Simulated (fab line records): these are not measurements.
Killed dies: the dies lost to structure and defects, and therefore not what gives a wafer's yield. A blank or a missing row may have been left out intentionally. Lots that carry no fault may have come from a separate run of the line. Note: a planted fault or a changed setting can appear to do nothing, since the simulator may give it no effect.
Matching of chambers :: flow nand_harc :: rie_diel-05 running NHARC_P_ZERO_WELL_DESCUM_13: 4 sister chambers
The step chemistry O2, time 3 s. 4 wafers are shown with their chamber, then 11 later ones without.

## WAFERS WITH THEIR CHAMBER
wafer: L085.6
chamber: 2
drypump_motor_current_A (A): 5.5

wafer: L087.5
chamber: 0
drypump_motor_current_A (A): 6.0

wafer: L087.6
chamber: 1
drypump_motor_current_A (A): 6.2

wafer: L088.1
chamber: 3
drypump_motor_current_A (A): 5.0

## WAFERS WITHOUT THEIR CHAMBER
wafer: L088.4
drypump_motor_current_A (A): 6.3

wafer: L088.6
drypump_motor_current_A (A): 5.5

wafer: L089.1
drypump_motor_current_A (A): 5.0

wafer: L089.2
drypump_motor_current_A (A): 5.6

wafer: L089.4
drypump_motor_current_A (A): 6.0

wafer: L094.1
drypump_motor_current_A (A): 5.6

wafer: L094.3
drypump_motor_current_A (A): 6.0

wafer: L094.4
drypump_motor_current_A (A): 6.3

wafer: L096.2
drypump_motor_current_A (A): 6.3

wafer: L096.4
drypump_motor_current_A (A): 5.0

wafer: L096.6
drypump_motor_current_A (A): 6.0

## WHICH CHAMBER EACH ONE RAN IN
wafer: L088.4
from the rows above: 1
in truth: 1

wafer: L088.6
from the rows above: 2
in truth: 2

wafer: L089.1
from the rows above: 3
in truth: 3

wafer: L089.2
from the rows above: 2
in truth: 2

wafer: L089.4
from the rows above: 0
in truth: 0

wafer: L094.1
from the rows above: 2
in truth: 2

wafer: L094.3
from the rows above: 0
in truth: 0

wafer: L094.4
from the rows above: 1
in truth: 1

wafer: L096.2
from the rows above: 1
in truth: 1

wafer: L096.4
from the rows above: 3
in truth: 3

wafer: L096.6
from the rows above: 0
in truth: 0
Correctly placed: 11 of 11. Can't be placed from these rows: 0. 0 placed wrongly.
How it was worked out, from the rows above alone: a wafer's distance from a chamber is the root of the sum, over the readings, of the square of ((its reading less the chamber's mean) divided by the reading's scatter). If the next closest chamber is less than 2 further off than the closest, the wafer can't be placed; otherwise it belongs to the closest. The mean given for a chamber averages the wafers shown for that chamber. The scatter: with one shown wafer a chamber, the root of the mean of the squares of how far each hidden wafer lies from its nearest shown one.
